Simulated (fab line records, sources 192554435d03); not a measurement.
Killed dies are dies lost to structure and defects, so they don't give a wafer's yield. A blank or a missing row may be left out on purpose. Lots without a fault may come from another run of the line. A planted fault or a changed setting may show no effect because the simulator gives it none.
Which tool did it? | flow n5_finfet | 10 lots, 26 wafers sampled, at 5 steps of a route of 1938

WHAT THE GAUGES READ, wafer by wafer
N5_BEOL_M4_RC_MEAS_101.
lot  | measured     | on        | DIBL_N (mV/V)
L693 | day 7 20:53  | prober-01 | 40.7 39.1
L694 | day 8 00:02  | prober-02 | 35.3 36.1 36.5
L697 | day 9 08:10  | prober-01 | 33.3 34.5 34.5
L699 | day 9 12:29  | prober-01 | 37.1 37.2 36.6
L703 | day 10 22:34 | prober-01 | 35.6 36.8 35.2
L705 | day 11 00:25 | prober-02 | 37.0 35.0 35.2
L707 | day 11 05:48 | prober-01 | 38.8 36.4
L714 | day 13 12:34 | prober-02 | 34.3 34.5
L715 | day 13 18:03 | prober-01 | 36.7 35.5
L716 | day 13 21:29 | prober-02 | 36.5 35.6 36.0

WHICH TOOL RAN EACH LOT (tool, then ch and the chambers of the sampled wafers, then the start)
lot  | N5_FIN_SAQP_PECVD_47           | N5_FIN_SAQP_PECVD_48           | N5_FIN_SAQP_ETCH_51               | N5_FIN_SAQP_ETCH_57
L693 | pecvd-03 ch 0,1, day 1 20:52   | pecvd-03 ch 0,1, day 1 20:54   | rie_diel-06 ch 2,3, day 1 21:31   | rie_diel-03 ch 1,3, day 1 23:36
L694 | pecvd-03 ch 0,2, day 2 04:22   | pecvd-03 ch 0,2, day 2 04:25   | rie_diel-06 ch 1,2, day 2 05:18   | rie_diel-06 ch 1,2,3, day 2 07:41
L697 | pecvd-02 ch 0,1,2, day 2 21:10 | pecvd-02 ch 0,1,2, day 2 21:12 | rie_diel-02 ch 1,2,3, day 2 21:56 | rie_diel-06 ch 0,2,3, day 2 23:59
L699 | pecvd-03 ch 0,1, day 3 09:49   | pecvd-03 ch 0,1, day 3 09:51   | rie_diel-02 ch 0,2,3, day 3 10:36 | rie_diel-02 ch 0,3, day 3 12:50
L703 | pecvd-04 ch 0,1,2, day 4 09:20 | pecvd-04 ch 0,1,2, day 4 09:23 | rie_diel-03 ch 1,3, day 4 10:11   | rie_diel-03 ch 0,2,3, day 4 14:04
L705 | pecvd-04 ch 0,2, day 4 21:35   | pecvd-04 ch 0,2, day 4 21:37   | rie_diel-02 ch 1,2,3, day 4 22:42 | rie_diel-06 ch 1,2, day 5 02:32
L707 | pecvd-02 ch 2, day 5 08:51     | pecvd-02 ch 2, day 5 08:53     | rie_diel-06 ch 0, day 5 09:38     | rie_diel-03 ch 0, day 5 12:13
L714 | pecvd-04 ch 1,2, day 7 02:44   | pecvd-04 ch 1,2, day 7 02:46   | rie_diel-03 ch 3, day 7 03:30     | rie_diel-02 ch 0,2, day 7 05:51
L715 | pecvd-04 ch 0,2, day 7 08:44   | pecvd-04 ch 0,2, day 7 08:47   | rie_diel-03 ch 0,2, day 7 09:53   | rie_diel-06 ch 1,3, day 7 12:04
L716 | pecvd-03 ch 1,2, day 7 15:56   | pecvd-03 ch 1,2, day 7 15:59   | rie_diel-02 ch 1,2,3, day 7 16:43 | rie_diel-06 ch 1,2,3, day 7 18:48
- N5_FIN_SAQP_PECVD_47: deposits a-Si from SiH4/He, target thk 45 nm, time 36.3 s.
- N5_FIN_SAQP_PECVD_48: deposits SiNx from SiH4/NH3/N2, target thk 25 nm, time 22.1 s.
- N5_FIN_SAQP_ETCH_51: etches SiARC in CF4, target depth 45.5 nm, time 75.8 s.
- N5_FIN_SAQP_ETCH_57: etches SiNx in CH3F/O2, target depth 32.5 nm, time 46.4 s.

THE ANSWER, worked out from the rows above alone
Rule: what is usual is taken from the lots themselves. Put in order of their means at a reading, lots are off if they are a third of the lots or fewer, leave a main group of 4 or more, and stand apart from it by a gap of 3 or more times the standard deviation of the main group's means; of several such gaps the widest counts. A main group whose means are all the same, to the digits that the tables above print for the reading, isn't used. A lot without any number at a reading at which 4 lots or more have one is off too. The other lots that the step has rows for count as sound.
No lot is off at any reading shown: from this, nothing can be told.

WHAT THE SIMULATOR HAD PUT IN
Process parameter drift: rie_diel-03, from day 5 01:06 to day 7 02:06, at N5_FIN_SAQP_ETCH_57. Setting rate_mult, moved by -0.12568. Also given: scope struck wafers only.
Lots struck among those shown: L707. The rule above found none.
